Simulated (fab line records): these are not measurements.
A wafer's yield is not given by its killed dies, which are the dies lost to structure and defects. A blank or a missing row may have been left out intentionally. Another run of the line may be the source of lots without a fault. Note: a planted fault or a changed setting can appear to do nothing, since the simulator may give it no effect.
Comparing a struck lot with a sound one -- flow n5Finfet -- 44 steps out of a route of 1938
Sound: wafers L258.1, L258.5, L258.6. Struck: wafer L267.3 (left out: L267.2, L267.5 of the same lot, which were not struck); the cause appears at the end.
Each step with rows lists, per side, the tool, then ch with its chambers, then its first start. Under that, the readings that differ: sound wafers -- struck wafers -- difference of the means -- sigmas: that difference in standard deviations of wafers without a fault.
alike: a reading whose means differ by less than 2 such deviations, as well as words and numbers matching on both sides. not compared: withheld readings; readings where some wafer has no value; bounds like >300 that might hide an equal value; numbers whose values overlap and for which the record gives no deviation.
Wherever a step has rows on one side only, a row that says differs or no value, or a row with sigmas, the two part there. Numbers that don't overlap but have no deviation are shown without sigmas and don't part them. A reading missing from all wafers of one side parts the sides only when that side holds two or more wafers.

first, 11 steps without rows for these wafers: N5_BEOL_M4_DESCUM_33 (chemistry O2, time 7 s); N5_BEOL_M4_ETCH_77 (etches underlayer in N2/H2, target depth 6.5 nm, time 5.2 s); N5_BEOL_M4_ETCH_69 (etches SiARC in CF4, target depth 15.6 nm, time 26 s); N5_BEOL_M4_ALD_98 (deposits SiO2, target thk 2.5 nm, pulse time 1 s, co reactant pulse time 1 s); N5_BEOL_M4_ETCHBACK_99 (etches SiO2 in CHF3, target depth 5 nm, time 10.4 s); N5_BEOL_M4_ETCH_70 (etches SOC in N2/H2, target depth 80 nm, overetch 24 nm, time 130 s); N5_BEOL_M4_STRIP_71 (strips in N2/H2); N5_BEOL_M4_STRIP_78 (strips in N2/H2); N5_BEOL_M4_VIA_ETCH_34 (etches the open film in C4F6/O2, target depth 69.4 nm, time 65.9 s); N5_BEOL_M4_STRIP_83 (strips in C4F6/O2); N5_BEOL_M4_STRIP_36 (strips in N2/H2).
N5_BEOL_M4_TRENCH_ETCH_37: etches SiOC in C4F6/O2, target depth 55.555 nm, time 29.2 s.
  sound on rieDiel-01 ch 0,1, day 9 00:43; struck on rieDiel-01 ch 0, day 11 11:03
reading,sound,struck,difference,sigmas
oesProductAu (a.u.),0.86 0.85 0.77,0.99,+0.16,+2
model.BEOL_M4.featureDepthNm (nm),56.4 56.4 57,74.8,+18.2,
model.etch.depthNm (nm),56.44 56.39 57.1,74.83,+18.19,
model.TiN_of_BEOL_M4_HM_DEP_02.thkNm (nm),17.8 17.8 17.4,17.2,-0.5,
  alike: O2_flow_sccm, chamberPressureMTorr, drypumpMotorCurrentA, oes_ar_750_au, oes_o_777_au, rfVppV, showerheadPlenumPTorr, throttleValvePct
  not compared: rfHoursCounterH
then, 2 steps without rows for these wafers: N5_BEOL_M4_ETCH_41 (etches SiCN in CH3F/O2, target depth 29.9 nm, time 52.5 s); N5_BEOL_M4_STRIP_97 (strips in N2/H2, time 10 s).
N5_BEOL_M4_OCD_MEAS_38:
  sound: ocd-02 at day 9 00:52; struck: ocd-01 at day 11 11:12
reading,sound,struck,difference,sigmas
trenchDepthNm (nm),56.6 56.4 57.3,74.5,+17.7,+18
then, 25 steps without rows for these wafers: N5_BEOL_M4_HM_STRIP_39 (strips TiN in peroxide tin strip, target depth 25 nm, time 158 s); N5_BEOL_M4_SRD_40 (time 30 s); N5_BEOL_M4_PRECLEAN_42 (cleans in residue remover, time 60 s); N5_BEOL_M4_SRD_43 (time 30 s); N5_BEOL_M4_DEGAS_44 (time 60 s); N5_BEOL_M4_PRE_CLEAN_45 (time 30 s); N5_BEOL_M4_ALD_84 (deposits TaN, pulse time 2 s, purge time 3 s, co reactant purge time 2 s); N5_BEOL_M4_SURFACE_TREAT_85; N5_BEOL_M4_CVD_47 (deposits Co from CCTBA/H2, target thk 3 nm, time 223.8 s); N5_BEOL_M4_SPUTTER_48 (material Cu, target thk 4.5 nm, time 8.29 s); N5_BEOL_M4_ANNEAL_49 (time 240 s); N5_BEOL_M4_SPUTTER_79 (material Cu, target thk 4.5 nm, time 8.29 s); N5_BEOL_M4_ANNEAL_80 (time 240 s); N5_BEOL_M4_SPUTTER_81 (material Cu, target thk 4.5 nm, time 8.29 s); N5_BEOL_M4_ANNEAL_82 (time 240 s); N5_BEOL_M4_SPUTTER_86 (material Cu, target thk 4.5 nm, time 8.29 s); N5_BEOL_M4_ANNEAL_87 (time 240 s); N5_BEOL_M4_SPUTTER_88 (material Cu, target thk 4.5 nm, time 8.29 s); N5_BEOL_M4_ANNEAL_89 (time 240 s); N5_BEOL_M4_SPUTTER_90 (material Cu, target thk 4.5 nm, time 8.29 s); N5_BEOL_M4_ANNEAL_91 (time 240 s); N5_BEOL_M4_SPUTTER_92 (material Cu, target thk 4.5 nm, time 8.29 s); N5_BEOL_M4_ANNEAL_93 (time 240 s); N5_BEOL_M4_SPUTTER_94 (material Cu, target thk 4.5 nm, time 8.29 s); N5_BEOL_M4_ANNEAL_95 (time 240 s).
N5_BEOL_M4_CMP_52: polishes, stops on SiOC, t overpolish 6.8 s, target thk 40 nm.
  sound on cmp-03 ch 0,1,3, day 9 06:17; struck on cmp-01 ch 1, day 11 14:41
reading,sound,struck,difference,sigmas
model.Cu_of_BEOL_M4_ECD_50.thkNm (nm),40.6 41.8 41,59.4,+18.3,
  alike: barrierFieldEndpointS, edgeZonePressureFrac, headPressurePsi, motorCurrentA, overpolishRunS, slurryFlowMlMin, timeToEndpointS
N5_BEOL_M4_THK_MEAS_53: measures by xrf.
  sound: filmMetro-02 at day 9 06:28; struck: filmMetro-02 at day 11 14:58
reading,sound,struck,difference,sigmas
M4_THK (nm),39.9 41.0 40.5,58.5,+18.0,+11
N5_BEOL_M4_RS_MEAS_58: uses a four-point probe to measure.
  sound: filmMetro-02 at day 9 06:43; struck: filmMetro-02 at day 11 15:14
reading,sound,struck,difference,sigmas
M4_RS (ohm/sq),0.66 0.63 0.65,0.41,-0.24,-6
N5_BEOL_M4_RC_MEAS_101:
  sound on prober-02 ch 0, day 9 06:46; struck on prober-01 ch 0, day 11 15:26
reading,sound,struck,difference,sigmas
SERP_M4 (ohm/um),202 188 197,121,-75,-5
SERP_M4_max_site (ohm/um),218 205 212,127,-85,-5
  alike: DIBL_N, DIBL_P, IOFF_N, IOFF_P, ION_N, ION_P, SS_N, SS_P, VT_N, VT_P

== WHERE THEY PART ==
First at N5_BEOL_M4_TRENCH_ETCH_37; last, within this record, at N5_BEOL_M4_RC_MEAS_101.

WHY: the cause the simulator had injected
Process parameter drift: rieDiel-01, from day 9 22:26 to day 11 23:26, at N5_BEOL_M4_TRENCH_ETCH_37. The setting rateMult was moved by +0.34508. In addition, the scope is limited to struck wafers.
